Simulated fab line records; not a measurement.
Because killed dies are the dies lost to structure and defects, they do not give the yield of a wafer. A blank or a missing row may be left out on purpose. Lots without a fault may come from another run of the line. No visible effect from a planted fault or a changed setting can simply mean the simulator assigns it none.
fab line records -- flow n5-finfet
[record] lots = 5, wafers = 14, last-day = 19
route steps=1938 shown SDB@349 BEOL_M4@1111 PASSIVATION@1936
lots that met no fault: from a run of the same line without faults
start-h: the number of hours between the record's first day and the start of the first shown wafer of the lot -- wait-h: time in hours since the lot's previous step -- " as in the row above -- L1.1+2: one row covering several wafers at once -- - no value present, or no start provided -- * or withheld: withheld -- < > ~ a bound
route shown NAME@n: a module of which the file shows steps, and the number in the route of the first -- usual: the fault-free wafers' mean and standard deviation -- same: alike in all rows -- chamber/n: place in a boat -- sites: readings site by site -- _std_site: the standard deviation of these -- _edge_site: inner sites' mean taken away from outer sites' mean -- radius-mm: how far each site lies from the wafer's centre -- mask NAME#n: copy n -- behind: the last tool/chamber to shape the wafer -- hold: why the lot was held/for how many hours/how that ended -- device: the transistor (n, p or np) that didn't switch -- end of line: the same wafers' tests at the end of the route -- a step given without rows: its recipe and nothing more -- killed: at the first sort, the dies lost to defects and structure; wafer yield is something else -- map: per-die view of a wafer (x killed, . not killed, _ where there is no die)
set.NAME: the setting as run; set.NAME@STEP: as run at that earlier step -- model.NAME: the simulator's own value behind a step, which no gauge read
a table for each step, a row for each wafer; lots at some steps of the route
services: a tool's chamber out of use, with start hour (start-h, from the record's first day; less than 0 if before it), hours out, and reason
[[steps]]
[step N5_SDB_COAT_04]
[recipe] resist = SiARC, temp-c = 220, time-s = 60, spin-rpm = 1500, resist-thk-nm = 18
[step N5_SDB_COAT_05]
[recipe] resist = CAR-ArF, spin-rpm = 1500, resist-thk-nm = 90
[step N5_SDB_EBR_07]
[recipe] solvent = PGMEA, ebr-width-mm = 1.5
[step N5_SDB_SOFTBAKE_06]
[recipe] temp-c = 110, time-s = 60, resist = CAR-ArF
[step N5_SDB_EXPOSE_08]
[recipe] mask-id = SDB, na = 1.35, source-shape = conventional, sigma-outer = 0.5, polarization = unpolarized, dose-mj = 49.6
[step N5_SDB_PEB_09]
[recipe] peb-temp-c = withheld, peb-time-s = 60, resist = CAR-ArF
[step N5_SDB_DEVELOP_10]
[recipe] develop-time-s = 30, developer = TMAH, resist = CAR-ArF, rinse-liquid = diw, dry = air-spin, dev-temp-c = 23
[step N5_SDB_DESCUM_16]
[recipe] chemistry = O2, time-s = 7.9, source-power-w = 50, bias-power-w = 20, pressure-mtorr = 20, rf-frequency-hz = 2.712e+07, temp-c = 40, resist = CAR-ArF, o2-flow-sccm = 225
[step N5_SDB_ETCH_17]
[recipe] chemistry = CF4, target = SiARC, target-depth-a = 234, mask-material = CAR-ArF, time-s = 39, ion-energy-ev = 80, pressure-mtorr = 40, source-w = 545, bias-w = 36, Ar_flow_sccm = 100, cf4-flow-sccm = 100, ends = cleared
[step N5_SDB_ETCH_18]
[recipe] chemistry = N2/H2, target = SOC, target-depth-a = 1000, overetch-a = 200, mask-material = SiARC, temp-c = 40, time-s = 150, ion-energy-ev = 200, pressure-mtorr = 30, source-w = 840, bias-w = 150, n2-flow-sccm = 200, h2-flow-sccm = 200
[usual] bias-w = 150.1/0.47, chamber-pressure-mTorr = 30.000/0.027, drypump-motor-current-A = 5.6/0.42, oes-product-au = 0.70/0.076, rf-vpp-V = 524.1/2.4, showerhead-plenum-p-Torr = 2.55/0.087, throttle-valve-pct = 17.78/0.24
lot.wafer,tool,chamber,start-h,wait-h,bias-w,chamber-pressure-mTorr,drypump-motor-current-A,oes-product-au,rf-hours-counter-h,rf-vpp-V,showerhead-plenum-p-Torr,throttle-valve-pct,model.CAR-ArF_of_SDB_COAT_05.thk-nm,model.SiARC_of_SDB_COAT_04.thk-nm
L270.1,rie-diel-03,0,96.35,0.0,149.7,30.020,5.0,0.82,12,525.7,2.58,17.47,0,12.2
L270.4,rie-diel-03,2,96.35,0.0,150.4,30.014,5.2,0.67,154,520.1,2.42,17.86,0,12.4
L270.5,rie-diel-03,1,96.35,0.0,149.9,29.976,5.8,0.65,-,523.0,2.52,17.64,0,13.4
L285.2,rie-diel-04,0,182.39,0.0,-,-,-,-,-,-,-,-,66.2,18
L285.4,rie-diel-04,1,182.39,0.0,-,-,-,-,-,-,-,-,66.2,18
L285.6,rie-diel-04,0,182.39,0.0,-,-,-,-,-,-,-,-,66.2,18
L286.3,rie-diel-03,1,187.45,0.0,-,-,-,-,-,-,-,-,67,18
L286.4,rie-diel-03,0,187.45,0.0,-,-,-,-,-,-,-,-,67,18
L286.6,rie-diel-03,3,187.45,0.0,-,-,-,-,-,-,-,-,67,18
L287.2,rie-diel-04,3,193.51,0.0,-,-,-,-,-,-,-,-,66.6,18
L287.3,rie-diel-04,2,193.51,0.0,-,-,-,-,-,-,-,-,66.6,18
L287.4,rie-diel-04,0,193.51,0.0,-,-,-,-,-,-,-,-,66.6,18
L289.2,rie-diel-04,0,206.17,0.0,149.9,30.010,5.8,0.62,221,525.3,2.64,17.98,0,13
L289.6,rie-diel-04,3,206.17,0.0,150.7,29.982,6.0,0.81,-,524.0,2.61,17.84,0,12.8
[step N5_SDB_STRIP_19]
[recipe] chemistry = N2/H2, temp-c = 40, n2-flow-sccm = 200, h2-flow-sccm = 200, rf-frequency-hz = 6e+07
[step N5_SDB_STRIP_21]
[recipe] chemistry = CF4, resist = SiARC, power-w = 300, bias-power-w = 75, pressure-mtorr = 50, cf4-flow-sccm = 150, rf-frequency-hz = 6e+07
[step N5_SDB_HM_OPEN_20]
[recipe] chemistry = CH3F/O2, target = SiNx, mask-material = SOC, target-depth-a = 240, stop-on = poly-Si, over-etch-frac = 0.4, ion-energy-ev = 120, pressure-mtorr = 30, source-w = 395, bias-w = 73, Ar_flow_sccm = 150, CH3F_flow_sccm = 30, O2_flow_sccm = 20
[usual] drypump-motor-current-A = 5.6/0.41, oes-product-au = 0.64/0.068, rf-vpp-V = 297/6.2, showerhead-plenum-p-Torr = 2.01/0.063, throttle-valve-pct = 16.35/0.22
lot.wafer,tool,chamber,start-h,wait-h,drypump-motor-current-A,oes-product-au,rf-hours-counter-h,rf-vpp-V,showerhead-plenum-p-Torr,throttle-valve-pct
L270.1,rie-diel-03,0,96.51,0.0,5.0,0.72,12,303,2.03,16.12
L270.4,rie-diel-03,2,96.51,0.0,5.2,0.61,154,299,1.92,16.56
L270.5,rie-diel-03,1,96.51,0.0,5.8,0.60,-,294,1.98,16.14
L285.2,rie-diel-04,0,182.55,0.0,5.8,0.26,214,287,2.05,16.25
L285.4,rie-diel-04,1,182.55,0.0,5.7,0.28,180,297,2.01,16.56
L285.6,rie-diel-04,0,182.55,0.0,5.8,0.26,-,288,2.05,16.25
L286.3,rie-diel-03,1,187.61,0.0,5.8,0.27,225,295,1.97,16.17
L286.4,rie-diel-03,0,187.61,0.0,5.0,0.32,45,303,2.02,16.17
L286.6,rie-diel-03,3,187.61,0.0,4.9,0.34,-,314,2.13,16.05
L287.2,rie-diel-04,3,193.67,0.0,6.0,0.34,23,311,2.03,16.19
L287.3,rie-diel-04,2,193.67,0.0,6.2,0.35,9,296,2.14,16.10
L287.4,rie-diel-04,0,193.67,0.0,5.8,0.26,217,288,2.05,16.24
L289.2,rie-diel-04,0,206.33,0.0,5.8,0.54,221,287,2.05,16.31
L289.6,rie-diel-04,3,206.33,0.0,6.0,0.73,-,309,2.02,16.22
[step N5_SDB_STRIP_22]
[recipe] chemistry = N2/H2, power-w = 1000, temp-c = 250, h2-frac = 0.65, overash-fraction = 0.3, pressure-mtorr = withheld, n2-flow-sccm = 1750, h2-flow-sccm = 3250
[step N5_BEOL_M4_RC_MEAS_101]
[usual] DIBL_N = 36.4/2.2, DIBL_P = 36.3/2.5, IOFF_N = 0.17/0.052, IOFF_P = 0.23/0.049, ION_N = 674/17, ION_P = 464/11, SS_N = 71.7/0.98, SS_P = 73.3/0.84, VT_N = 250/4, VT_P = -249/3.8
lot.wafer,tool,chamber,start-h,wait-h,DIBL_N[mV/V],DIBL_P[mV/V],IOFF_N[nA/um],IOFF_P[nA/um],ION_N[uA/um],ION_P[uA/um],SS_N[mV/dec],SS_P[mV/dec],VT_N[mV],VT_P[mV]
L270.1,prober-01,0,233.16,0.0,37.4,37.8,0.19,0.29,702,488,71.6,74.1,246,-241
L270.4,prober-01,0,233.16,0.0,36.0,36.3,0.18,0.27,684,475,71.2,73.3,244,-242
L270.5,prober-01,0,233.16,0.0,35.0,33.9,0.15,0.22,674,473,70.8,72.2,249,-242
L289.2,prober-01,0,349.62,0.9,37.3,37.8,0.17,0.24,683,472,71.9,73.3,250,-249
L289.6,prober-01,0,349.62,0.9,33.2,32.8,0.11,0.17,648,457,71.4,71.8,254,-253
[step N5_PASSIVATION_PROBE_49]
[usual] defect-limited-yield = 91.2/1.4, killed_at_M0_to_M3 = 34/9.3, killed_at_M4_up = 14/5.9, killed-at-contacts = 14/5.7, killed-at-front-end = 38/10, killed-at-other = 4/3.2, killed-dies = 104/17, killed-on-rim = 14/4, killed-open = 67/13, killed-short = 33/6.9, sort_bin_5_function = 5.2/1, sort_bin_6_memory = 3.3/0.61, sort-n-pass = 1069/52, sort-yield-pct = 91/4.4
[same] gross-dies = 1180, killed-at-back-side = 0, sort_bin_4_leakage[%] = 0, sort_bin_8_speed[%] = 0
lot.wafer,tool,chamber,start-h,wait-h,defect-limited-yield[%],killed_at_M0_to_M3,killed_at_M4_up,killed-at-contacts,killed-at-front-end,killed-at-other,killed-dies,killed-on-rim,killed-open,killed-short,sort_bin_5_function[%],sort_bin_6_memory[%],sort-n-pass,sort-yield-pct[%]
L270.1,prober-01,-,332.15,0.0,91.0,40,11,13,42,0,106,17,62,36,4.8,3.4,1074,91
L270.4,prober-01,-,332.30,0.2,92.5,36,10,17,25,1,89,5,57,29,4.4,2.9,1091,92
L270.5,prober-01,-,332.35,0.2,92.5,26,18,14,28,3,89,20,51,33,4.6,2.7,1091,92
L285.2,prober-02,-,417.83,0.1,0,31,17,12,1117,3,1180,152,82,31,96.5,3.1,0,0
L285.4,prober-02,-,417.93,0.2,0,17,14,17,1128,4,1180,152,56,35,96.5,3.1,0,0
L285.6,prober-02,-,418.03,0.3,0,28,16,26,1109,1,1180,152,77,41,95.8,4.0,0,0
L286.3,prober-01,-,428.77,0.1,0,36,5,21,1113,5,1180,152,67,25,97.3,2.5,0,0
L286.4,prober-01,-,428.82,0.2,0,26,9,15,1127,3,1180,152,52,26,97.0,2.6,0,0
L286.6,prober-01,-,428.92,0.3,0,36,5,5,1132,2,1180,152,59,26,97.3,2.7,0,0
L287.2,prober-02,-,438.45,0.1,0,24,8,15,1132,1,1180,152,56,25,96.5,3.1,0,0
L287.3,prober-02,-,438.50,0.1,0,28,7,17,1127,1,1180,152,63,20,97.2,2.7,0,0
L287.4,prober-02,-,438.55,0.2,0,23,7,8,1139,3,1180,152,48,28,97.3,2.2,0,0
// killed by level:class
L270.1 STI_FIN_REVEAL:geometric-particle:open=15 BEOL_M0_SAQP:geometric-particle:open=10 MOL_CONTACT_COAG:geometric-particle:open=8 STI_FIN_REVEAL:geometric-particle:short=5 BEOL_M0_SAQP:geometric-particle:short=5 BEOL_M3:geometric-particle:open=5 FIN_SAQP:geometric-particle:short=4 ILD0:geometric-particle:short=4
L270.4 MOL_CONTACT_COAG:geometric-particle:open=14 STI_FIN_REVEAL:geometric-particle:open=6 BEOL_M2:geometric-particle:open=6 BEOL_M3:geometric-particle:open=6 STARTING-WAFER:geometric-particle:short=6 BEOL_M0_SAQP:geometric-particle:open=5 BEOL_M3:geometric-particle:short=5 DUMMY_GATE:geometric-particle:open=4
L270.5 MOL_CONTACT_COAG:geometric-particle:open=11 STI_FIN_REVEAL:geometric-particle:open=6 BEOL_M6:geometric-particle:open=6 BEOL_M0_SAQP:geometric-particle:short=5 GATE_CUT:geometric-particle:short=4 BEOL_M5:geometric-particle:open=4 BEOL_M0_SAQP:geometric-particle:open=4 BEOL_M1:geometric-particle:short=4
L285.2 SDB:area-etch=1065 DUMMY_GATE:geometric-particle:open=12 MOL_CONTACT_COAG:geometric-particle:open=11 BEOL_M4:geometric-particle:open=11 BEOL_M3:geometric-particle:open=9 STI_FIN_REVEAL:geometric-particle:open=8 GATE_CUT:geometric-particle:short=8 BEOL_M0_SAQP:geometric-particle:open=6
L285.4 SDB:area-etch=1087 MOL_CONTACT_COAG:geometric-particle:open=14 FIN_SAQP:geometric-particle:short=9 GATE_CUT:geometric-particle:short=6 BEOL_M4:geometric-particle:open=6 GATE_CUT:geometric-particle:open=5 BEOL_M1:geometric-particle:open=5 FIN_SAQP:geometric-particle:open=4
L285.6 SDB:area-etch=1061 MOL_CONTACT_COAG:geometric-particle:open=18 GATE_CUT:geometric-particle:short=11 BEOL_M4:geometric-particle:open=10 FIN_SAQP:geometric-particle:short=8 FIN_SAQP:geometric-particle:open=7 GATE_CUT:geometric-particle:open=7 MOL_CONTACT_COAG:geometric-particle:short=7
L286.3 SDB:area-etch=1088 MOL_CONTACT_COAG:geometric-particle:open=19 BEOL_M2:geometric-particle:open=9 BEOL_M1:geometric-particle:open=8 BEOL_M3:geometric-particle:open=8 GATE_CUT:geometric-particle:short=7 DUMMY_GATE:geometric-particle:open=4 BEOL_M0_SAQP:geometric-particle:short=3
L286.4 SDB:area-etch=1101 MOL_CONTACT_COAG:geometric-particle:open=12 FIN_SAQP:geometric-particle:short=7 BEOL_M0_SAQP:geometric-particle:open=7 BEOL_M4:geometric-particle:open=5 FIN_SAQP:geometric-particle:open=4 GATE_CUT:geometric-particle:short=4 BEOL_M2:geometric-particle:open=4
L286.6 SDB:area-etch=1095 STI_FIN_REVEAL:geometric-particle:open=10 GATE_CUT:geometric-particle:short=8 BEOL_M0_SAQP:geometric-particle:short=7 BEOL_M3:geometric-particle:open=6 BEOL_M0_SAQP:geometric-particle:open=6 BEOL_M1:geometric-particle:open=6 BEOL_M2:geometric-particle:open=5
L287.2 SDB:area-etch=1094 MOL_CONTACT_COAG:geometric-particle:open=12 STI_FIN_REVEAL:geometric-particle:open=9 BEOL_M0_SAQP:geometric-particle:short=9 DUMMY_GATE:geometric-particle:open=6 GATE_CUT:geometric-particle:open=6 GATE_CUT:geometric-particle:short=5 BEOL_M2:geometric-particle:open=5
L287.3 SDB:area-etch=1097 MOL_CONTACT_COAG:geometric-particle:open=12 STI_FIN_REVEAL:geometric-particle:open=11 BEOL_M2:geometric-particle:open=8 FIN_SAQP:geometric-particle:open=6 MOL_CONTACT_COAG:geometric-particle:short=5 BEOL_M1:geometric-particle:open=4 BEOL_M0_SAQP:geometric-particle:open=4
L287.4 SDB:area-etch=1099 STI_FIN_REVEAL:geometric-particle:open=11 BEOL_M0_SAQP:geometric-particle:open=8 STI_FIN_REVEAL:geometric-particle:short=7 MOL_CONTACT_COAG:geometric-particle:open=6 BEOL_M3:geometric-particle:open=6 GATE_CUT:geometric-particle:open=4 GATE_CUT:geometric-particle:short=4
// map L285.2 (x killed, . not)
_________________xxxxxxxxxxxx________________
______________xxxxxxxxxxxxxxxxxx_____________
___________xxxxxxxxxxxxxxxxxxxxxxxx__________
__________xxxxxxxxxxxxxxxxxxxxxxxxxx_________
________xxxxxxxxxxxxxxxxxxxxxxxxxxxxxx_______
_______xxxxxxxxxxxxxxxxxxxxxxxxxxxxxxxx______
______xxxxxxxxxxxxxxxxxxxxxxxxxxxxxxxxxx_____
_____xxxxxxxxxxxxxxxxxxxxxxxxxxxxxxxxxxxx____
____xxxxxxxxxxxxxxxxxxxxxxxxxxxxxxxxxxxxxx___
___xxxxxxxxxxxxxxxxxxxxxxxxxxxxxxxxxxxxxxxx__
___xxxxxxxxxxxxxxxxxxxxxxxxxxxxxxxxxxxxxxxx__
__xxxxxxxxxxxxxxxxxxxxxxxxxxxxxxxxxxxxxxxxxx_
__xxxxxxxxxxxxxxxxxxxxxxxxxxxxxxxxxxxxxxxxxx_
_xxxxxxxxxxxxxxxxxxxxxxxxxxxxxxxxxxxxxxxxxxxx
_xxxxxxxxxxxxxxxxxxxxxxxxxxxxxxxxxxxxxxxxxxxx
_xxxxxxxxxxxxxxxxxxxxxxxxxxxxxxxxxxxxxxxxxxxx
_xxxxxxxxxxxxxxxxxxxxxxxxxxxxxxxxxxxxxxxxxxxx
_xxxxxxxxxxxxxxxxxxxxxxxxxxxxxxxxxxxxxxxxxxxx
_xxxxxxxxxxxxxxxxxxxxxxxxxxxxxxxxxxxxxxxxxxxx
_xxxxxxxxxxxxxxxxxxxxxxxxxxxxxxxxxxxxxxxxxxxx
_xxxxxxxxxxxxxxxxxxxxxxxxxxxxxxxxxxxxxxxxxxxx
__xxxxxxxxxxxxxxxxxxxxxxxxxxxxxxxxxxxxxxxxxx_
__xxxxxxxxxxxxxxxxxxxxxxxxxxxxxxxxxxxxxxxxxx_
___xxxxxxxxxxxxxxxxxxxxxxxxxxxxxxxxxxxxxxxx__
___xxxxxxxxxxxxxxxxxxxxxxxxxxxxxxxxxxxxxxxx__
____xxxxxxxxxxxxxxxxxxxxxxxxxxxxxxxxxxxxxx___
_____xxxxxxxxxxxxxxxxxxxxxxxxxxxxxxxxxxxx____
______xxxxxxxxxxxxxxxxxxxxxxxxxxxxxxxxxx_____
_______xxxxxxxxxxxxxxxxxxxxxxxxxxxxxxxx______
________xxxxxxxxxxxxxxxxxxxxxxxxxxxxxx_______
__________xxxxxxxxxxxxxxxxxxxxxxxxxx_________
___________xxxxxxxxxxxxxxxxxxxxxxxx__________
______________xxxxxxxxxxxxxxxxxx_____________
_________________xxxxxxxxxxxx________________
// map L286.3 (x killed, . not)
_________________xxxxxxxxxxxx________________
______________xxxxxxxxxxxxxxxxxx_____________
___________xxxxxxxxxxxxxxxxxxxxxxxx__________
__________xxxxxxxxxxxxxxxxxxxxxxxxxx_________
________xxxxxxxxxxxxxxxxxxxxxxxxxxxxxx_______
_______xxxxxxxxxxxxxxxxxxxxxxxxxxxxxxxx______
______xxxxxxxxxxxxxxxxxxxxxxxxxxxxxxxxxx_____
_____xxxxxxxxxxxxxxxxxxxxxxxxxxxxxxxxxxxx____
____xxxxxxxxxxxxxxxxxxxxxxxxxxxxxxxxxxxxxx___
___xxxxxxxxxxxxxxxxxxxxxxxxxxxxxxxxxxxxxxxx__
___xxxxxxxxxxxxxxxxxxxxxxxxxxxxxxxxxxxxxxxx__
__xxxxxxxxxxxxxxxxxxxxxxxxxxxxxxxxxxxxxxxxxx_
__xxxxxxxxxxxxxxxxxxxxxxxxxxxxxxxxxxxxxxxxxx_
_xxxxxxxxxxxxxxxxxxxxxxxxxxxxxxxxxxxxxxxxxxxx
_xxxxxxxxxxxxxxxxxxxxxxxxxxxxxxxxxxxxxxxxxxxx
_xxxxxxxxxxxxxxxxxxxxxxxxxxxxxxxxxxxxxxxxxxxx
_xxxxxxxxxxxxxxxxxxxxxxxxxxxxxxxxxxxxxxxxxxxx
_xxxxxxxxxxxxxxxxxxxxxxxxxxxxxxxxxxxxxxxxxxxx
_xxxxxxxxxxxxxxxxxxxxxxxxxxxxxxxxxxxxxxxxxxxx
_xxxxxxxxxxxxxxxxxxxxxxxxxxxxxxxxxxxxxxxxxxxx
_xxxxxxxxxxxxxxxxxxxxxxxxxxxxxxxxxxxxxxxxxxxx
__xxxxxxxxxxxxxxxxxxxxxxxxxxxxxxxxxxxxxxxxxx_
__xxxxxxxxxxxxxxxxxxxxxxxxxxxxxxxxxxxxxxxxxx_
___xxxxxxxxxxxxxxxxxxxxxxxxxxxxxxxxxxxxxxxx__
___xxxxxxxxxxxxxxxxxxxxxxxxxxxxxxxxxxxxxxxx__
____xxxxxxxxxxxxxxxxxxxxxxxxxxxxxxxxxxxxxx___
_____xxxxxxxxxxxxxxxxxxxxxxxxxxxxxxxxxxxx____
______xxxxxxxxxxxxxxxxxxxxxxxxxxxxxxxxxx_____
_______xxxxxxxxxxxxxxxxxxxxxxxxxxxxxxxx______
________xxxxxxxxxxxxxxxxxxxxxxxxxxxxxx_______
__________xxxxxxxxxxxxxxxxxxxxxxxxxx_________
___________xxxxxxxxxxxxxxxxxxxxxxxx__________
______________xxxxxxxxxxxxxxxxxx_____________
_________________xxxxxxxxxxxx________________
[[services]]
tool,chamber,start-h,hours,kind
rie-diel-04,0,98.94,4.2,repair
rie-diel-04,3,118.34,-,clean
rie-diel-04,3,118.34,-,consumable-replace:focus-ring
rie-diel-04,3,118.34,17.5,scheduled-down
rie-diel-04,3,118.34,17.5,vent-cycle
rie-diel-03,3,134.34,-,clean
rie-diel-03,3,134.34,-,consumable-replace:focus-ring
rie-diel-03,3,134.34,-,consumable-replace:showerhead
rie-diel-03,3,134.34,23.1,scheduled-down
rie-diel-03,3,134.34,23.1,vent-cycle
rie-diel-04,2,135.83,-,clean
rie-diel-04,2,135.83,-,consumable-replace:focus-ring
rie-diel-04,2,135.83,-,consumable-replace:showerhead
rie-diel-04,2,135.83,27.6,scheduled-down
rie-diel-04,2,135.83,27.6,vent-cycle
rie-diel-04,0,148.13,4.3,repair
rie-diel-03,0,201.11,2.7,repair
[[key]]
[first-sign] step = N5_SDB_ETCH_18, reading = tool-record, direction = missing
[effect] step = N5_SDB_HM_OPEN_20, reading = oes-product-au, direction = down, sigmas = 4.9, usual = 0.64, struck = 0.30
[effect] step = N5_PASSIVATION_PROBE_49, reading = killed-at-front-end, direction = up, sigmas = 99+, usual = 38, struck = 1125
[model-effect] step = N5_SDB_ETCH_18, value = CAR-ArF_of_SDB_COAT_05.thk-nm, without = 0, struck = 66.6
[more-kills-born-at] N5_SDB_ETCH_18@rie-diel-04 = 6503, N5_SDB_ETCH_18@rie-diel-03 = 3284
met-at N5_SDB_ETCH_18
struck-wafers L285.2,L285.4,L285.6,L286.3,L286.4,L286.6,L287.2,L287.3,L287.4
later-rows-left-out L285.2,L285.4,L285.6,L286.3,L286.4,L286.6,L287.2,L287.3,L287.4
onset-between 96.35 182.39
[fault] kind = skipped-step-whole, tool = rie-diel-03,rie-diel-04, chamber = -, onset-h = 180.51, steps = N5_SDB_ETCH_18, scope = struck-lots-only
// later-rows-left-out: the simulator's readings of these wafers behind a module that went badly wrong aren't trusted and aren't shown, but for the sort
